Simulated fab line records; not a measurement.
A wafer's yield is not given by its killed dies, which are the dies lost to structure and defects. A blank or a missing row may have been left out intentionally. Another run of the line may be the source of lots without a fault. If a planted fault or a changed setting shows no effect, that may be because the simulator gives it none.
fab line records | flow nand-harc
[record] lots = 13 wafers = 39 last-day = 25
route steps=1159 shown A_CONTACT@949 A_BLC@969
lots with no fault: from the same line, run without faults
start-h: start of the lot's first displayed wafer, in hours after the record's first day | wait-h: how many hours have passed since the lot's step before this one | " identical to the entry in the row above | L1.1+2: several wafers, shown together as one row | - no value present, or no start provided | * or withheld: withheld | < > ~ a bound
route shown NAME@n: a module of which the file shows steps, and the number in the route of the first | usual: mean/standard deviation taken from wafers without a fault | same: alike in all rows | chamber/n: place in a boat | sites: each site's reading | _std_site: how widely they spread, as a standard deviation | _edge_site: mean of outer sites minus mean of inner sites | radius-mm: for every site, how far away it sits from the centre of the wafer | mask NAME#n: copy n | behind: the last tool/chamber to shape the wafer | hold: reason for holding the lot/hours on hold/outcome of the hold | device: whichever transistor did not switch (one of n, p or np) | end of line: at the end of the route, the tests of the same wafers | where a step has no rows: the recipe by itself | killed: count of dies lost to structure and defects at first sort (not the wafer's yield) | map: the dies of a wafer, with x for killed, . for not killed, _ for no die there
set.NAME: the setting as run; set.NAME@STEP: as run at that earlier step | model.NAME: the simulator's own value behind a step, which no gauge read
a sample of lots followed through the steps of the route, with each step as a table and each wafer as a row
services: from which hour (start-h, from the record's first day; less than 0 if before it) a tool's chamber was out of use, for how many hours, and why
[[steps]]
[step NHARC_A_CONTACT_ETCH_92]
[recipe] target-depth-a = 400 over-etch-frac = 0.5 time-s = 85.7 ion-energy-ev = 120 ch3f-flow-sccm = 50 o2-flow-sccm = 30 ar-flow-sccm = 200 rf-w = 500 bias-w = 100 chemistry = CH3F/O2
[usual] chamber-pressure-mTorr = 24.997/0.024 drypump-motor-current-A = 5.8/0.52 oes-product-au = 0.94/0.034 rf-vpp-V = 244.0/1.4 showerhead-plenum-p-Torr = 2.43/0.084 throttle-valve-pct = 20.663/0.0095
// columns lot.wafer tool chamber start-h wait-h chamber-pressure-mTorr drypump-motor-current-A oes-product-au rf-hours-counter-h rf-vpp-V showerhead-plenum-p-Torr throttle-valve-pct
L500.2 rie-diel-08 3 383.73 0.3 25.007 5.2 0.99 15 243.5 2.33 20.671
L500.3 " 0 " " 24.984 5.6 1.02 17 245.3 2.47 20.672
L500.5 " 3 " " 24.998 5.2 1.00 - 243.3 2.33 20.668
L501.4 rie-diel-08 0 392.86 0.3 24.974 5.6 0.94 19 244.2 2.47 20.649
L501.2 " 2 " " 24.975 6.0 0.94 17 243.7 2.44 20.645
L501.3 " 3 " " 25.029 5.2 0.91 17 242.1 2.33 20.654
L502.4 rie-diel-08 0 397.31 0.3 24.983 5.6 0.94 20 244.2 2.47 20.657
L502.5 " 1 " " 24.971 6.5 0.92 - 241.6 2.38 20.668
L502.6 " 2 " " 24.981 6.1 0.92 - 244.4 2.44 20.661
L505.1 rie-diel-08 3 413.77 0.3 24.994 5.2 0.92 21 243.2 2.33 20.663
L505.3 " 0 " " 25.000 5.6 0.94 23 243.5 2.47 20.657
L505.6 " 0 " " 25.060 5.6 0.93 - 244.7 2.47 20.653
L507.4 rie-diel-08 0 424.25 0.3 24.979 5.6 0.93 26 244.6 2.47 20.659
L507.2 " 1 " " 25.040 6.6 0.93 26 242.1 2.38 20.660
L507.5 " 2 " " 24.998 6.1 0.92 - 244.9 2.43 20.665
L509.1 rie-diel-08 3 438.25 0.5 24.998 5.2 0.92 26 242.4 2.32 20.637
L509.5 " 1 " " 25.007 6.6 0.93 - 244.6 2.37 20.669
L509.6 " 2 " " 25.015 6.1 0.93 - 245.0 2.43 20.657
L506.4 rie-diel-08 3 442.47 0.3 25.004 5.2 0.99 27 242.1 2.32 20.667
L506.3 " 0 " " 25.017 5.6 1.01 29 243.2 2.46 20.658
L506.2 " 1 " " 24.998 6.5 0.99 29 244.7 2.37 20.678
L510.4 rie-diel-05 1 446.26 0.3 24.980 6.1 1.01 35 244.8 2.45 20.659
L510.6 " 1 " " 25.010 6.1 1.01 - 245.0 2.45 20.667
L510.5 " 2 " " 24.979 6.3 1.00 - 247.5 2.62 20.670
L516.1 rie-diel-05 2 482.48 0.4 24.976 6.3 0.92 50 246.8 2.61 20.664
L516.5 " 3 " " 25.011 5.0 0.94 - 245.3 2.52 20.669
L516.6 " 0 " " 24.996 5.3 0.93 - 245.3 2.59 20.651
L517.3 rie-diel-05 0 485.63 0.3 25.018 5.3 0.92 54 246.0 2.59 20.661
L517.4 " 1 " " 24.988 6.1 0.92 53 245.2 2.44 20.653
L517.1 " 2 " " 25.024 6.4 0.92 51 247.2 2.61 20.661
L519.4 rie-diel-08 3 497.73 0.3 24.993 5.2 0.92 2 241.5 2.32 20.675
L519.1 " 0 " " 24.968 5.6 0.92 3 245.0 2.46 20.655
L519.6 " 3 " " 25.017 5.2 0.92 - 242.1 2.32 20.665
L521.2 rie-diel-08 3 505.52 0.4 24.958 5.2 0.92 4 242.6 2.32 20.652
L521.1 " 0 " " 25.011 5.6 0.92 4 243.3 2.46 20.668
L521.4 " 2 " " 24.989 6.1 0.91 4 243.9 2.43 20.656
L522.1 rie-diel-05 3 535.04 0.4 25.010 5.0 1.01 4 245.7 2.52 20.658
L522.4 " 0 " " 25.011 5.3 0.99 3 245.2 2.58 20.657
L522.3 " 2 " " 24.983 6.3 1.02 4 245.5 2.61 20.666
[step NHARC_A_CONTACT_INSPECT_23]
[usual] raw-defect-count = 400/110
// columns lot.wafer tool chamber start-h wait-h raw-defect-count
L500.2 defect-inspect-02 - 391.73 0.1 445
L500.3 " - " " 429
L500.5 " - " " 337
L501.2 defect-inspect-02 - 398.47 0.1 316
L501.3 " - " " 260
L501.4 " - " " 359
L502.4 defect-inspect-02 - 401.40 0.1 313
L502.5 " - " " 327
L502.6 " - " " 298
L505.1 defect-inspect-02 - 418.63 0.1 329
L505.3 " - " " 304
L505.6 " - " " 236
L507.2 defect-inspect-01 - 427.15 0.1 507
L507.4 " - " " 599
L507.5 " - " " 467
L509.1 defect-inspect-02 - 445.06 0.1 338
L509.5 " - " " 342
L509.6 " - " " 297
L506.2 defect-inspect-01 - 445.54 0.1 471
L506.3 " - " " 466
L506.4 " - " " 443
L510.4 defect-inspect-02 - 450.87 0.1 372
L510.5 " - " " 895
L510.6 " - " " 556
L516.1 defect-inspect-01 - 491.42 0.1 342
L516.5 " - " " 353
L516.6 " - " " 286
L517.1 defect-inspect-01 - 491.79 0.1 350
L517.3 " - " " 317
L517.4 " - " " 386
L519.1 defect-inspect-02 - 500.56 0.1 360
L519.4 " - " " 312
L519.6 " - " " 457
L521.1 defect-inspect-02 - 512.24 0.1 316
L521.2 " - " " 368
L521.4 " - " " 377
L522.1 defect-inspect-02 - 540.32 0.1 576
L522.3 " - " " 289
L522.4 " - " " 381
[step NHARC_A_BLC_SOFTBAKE_05]
[recipe] temp-c = 105 time-s = 55
[usual] heater-power-total-W = 188.44/0.13
// columns lot.wafer tool chamber start-h wait-h heater-power-total-W
L500.2 litho-track-06 0 391 - 188.45
L500.3 " 0 " " 188.69
L500.5 " 0 " " 188.42
L501.2 litho-track-06 0 398 - 188.33
L501.3 " 0 " " 188.62
L501.4 " 0 " " 188.31
L502.4 litho-track-04 0 401 - 188.61
L502.5 " 0 " " 188.34
L502.6 " 0 " " 188.35
L505.1 litho-track-04 0 418 - 188.35
L505.3 " 0 " " 188.44
L505.6 " 0 " " 188.36
L507.2 litho-track-06 0 427 - 188.44
L507.4 " 0 " " 188.49
L507.5 " 0 " " 188.47
L509.1 litho-track-04 0 445 - 165.43
L509.5 " 0 " " 165.42
L509.6 " 0 " " 165.73
L506.2 litho-track-04 0 445 - 165.57
L506.3 " 0 " " 165.46
L506.4 " 0 " " 165.47
L510.4 litho-track-04 0 450 - 165.57
L510.5 " 0 " " 165.59
L510.6 " 0 " " 165.42
L516.1 litho-track-06 0 491 - 188.83
L516.5 " 0 " " 188.39
L516.6 " 0 " " 188.43
L517.1 litho-track-01 0 491 - 188.53
L517.3 " 0 " " 188.79
L517.4 " 0 " " 188.53
L519.1 litho-track-01 0 500 - 188.51
L519.4 " 0 " " 188.42
L519.6 " 0 " " 188.28
L521.1 litho-track-01 0 512 - 188.32
L521.2 " 0 " " 188.52
L521.4 " 0 " " 188.41
L522.1 litho-track-06 0 540 - 188.38
L522.3 " 0 " " 188.44
L522.4 " 0 " " 188.38
[step NHARC_A_BLC_OVL_MEAS_11]
[usual] overlay-x-nm = -0.1/1 overlay-y-nm = -0.1/0.8
// columns lot.wafer tool chamber start-h wait-h overlay-x-nm overlay-y-nm
L500.2 overlay-01 - 392.32 - -1.0 -0.2
L500.3 " - " " -1.8 -1.3
L500.5 " - " " -0.9 -1.2
L501.2 overlay-02 - 398.94 - -1.4 -0.6
L501.3 " - " " -1.0 -0.5
L501.4 " - " " -1.0 -0.5
L502.4 overlay-02 - 401.87 - 0.0 -0.9
L502.5 " - " " -1.0 -1.1
L502.6 " - " " -0.9 -1.0
L505.1 overlay-02 - 419.22 - 0.5 -0.8
L505.3 " - " " 1.0 -1.1
L505.6 " - " " 0.1 -1.1
L507.2 overlay-01 - 427.76 - -1.0 0.5
L507.4 " - " " -1.0 0.5
L507.5 " - " " -0.9 1.1
L509.1 overlay-01 - 445.55 - 1.3 0.2
L509.5 " - " " 0.3 0.5
L509.6 " - " " 0.8 -0.4
L506.2 overlay-01 - 446.15 - -1.7 0.8
L506.3 " - " " -1.9 0.4
L506.4 " - " " -2.0 -0.1
L510.4 overlay-02 - 451.46 - 1.5 0.9
L510.5 " - " " 1.9 0.9
L510.6 " - " " 2.0 0.7
L516.1 overlay-02 - 492.03 - 1.0 0.7
L516.5 " - " " 1.4 0.2
L516.6 " - " " 1.6 0.1
L517.1 overlay-02 - 492.39 - -0.8 -0.1
L517.3 " - " " -0.4 -0.1
L517.4 " - " " -1.4 -0.1
L519.1 overlay-02 - 501.15 - 1.1 0.5
L519.4 " - " " 1.5 0.3
L519.6 " - " " 1.5 0.7
L521.1 overlay-02 - 512.84 - -0.5 -0.8
L521.2 " - " " 0.1 -1.6
L521.4 " - " " -0.2 -0.6
L522.1 overlay-02 - 540.79 - 0.0 -1.6
L522.3 " - " " 0.3 -1.3
L522.4 " - " " 0.5 -1.0
[[services]]
// columns tool chamber start-h hours kind
rie-diel-08 0 360.04 - clean
rie-diel-08 1 360.04 - clean
rie-diel-08 2 360.04 - clean
rie-diel-08 3 360.04 - clean
rie-diel-08 3 375.86 2.3 repair
rie-diel-08 0 384.60 - clean
rie-diel-08 1 384.60 - clean
rie-diel-08 2 384.60 - clean
rie-diel-08 3 384.60 - clean
rie-diel-05 0 394.89 4.7 repair
rie-diel-08 0 409.17 - clean
rie-diel-08 1 409.17 - clean
rie-diel-08 2 409.17 - clean
rie-diel-08 3 409.17 - clean
rie-diel-08 0 433.67 - clean
rie-diel-08 1 433.67 - clean
rie-diel-08 2 433.67 - clean
rie-diel-08 3 433.67 - clean
litho-track-01 - 443.01 7.0 pm
rie-diel-08 0 458.17 - clean
litho-track-06 - 467.00 7.0 pm
litho-track-04 - 491.00 7.0 pm
rie-diel-08 0 511.88 5.2 repair
rie-diel-05 - 517.63 9.0 pm
[[key]]
[first-sign] step = NHARC_A_BLC_SOFTBAKE_05 reading = heater-power-total-W direction = down sigmas = 99+ usual = * struck = *
effect none on later readings
met-at NHARC_A_BLC_SOFTBAKE_05
struck-lots L506,L509,L510
tester-left-out L506,L509,L510
[loop-trim] step = NHARC_A_BLC_EXPOSE_07 setting = dose lots = L510
not-acting-at NHARC_A_CONTACT_ETCH_92,NHARC_A_CONTACT_INSPECT_23,NHARC_A_BLC_OVL_MEAS_11
onset-between 418 445
[fault] kind = process-parameter-drift tool = litho-track-04 chamber = - onset-h = 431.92 steps = NHARC_A_BLC_SOFTBAKE_05 channel = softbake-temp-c offset = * shape = step end-h = 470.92 acts-in = * stated = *
// tester-left-out: of these lots the tester's yield and bins aren't shown, on N5 and GAA mostly nor the transistor test; their killed dies are dies lost to structure and defects alone, not to doping, threshold or leakage, so they don't give the yield
// loop-trim: a control loop set the setting to another value than it would have without faults
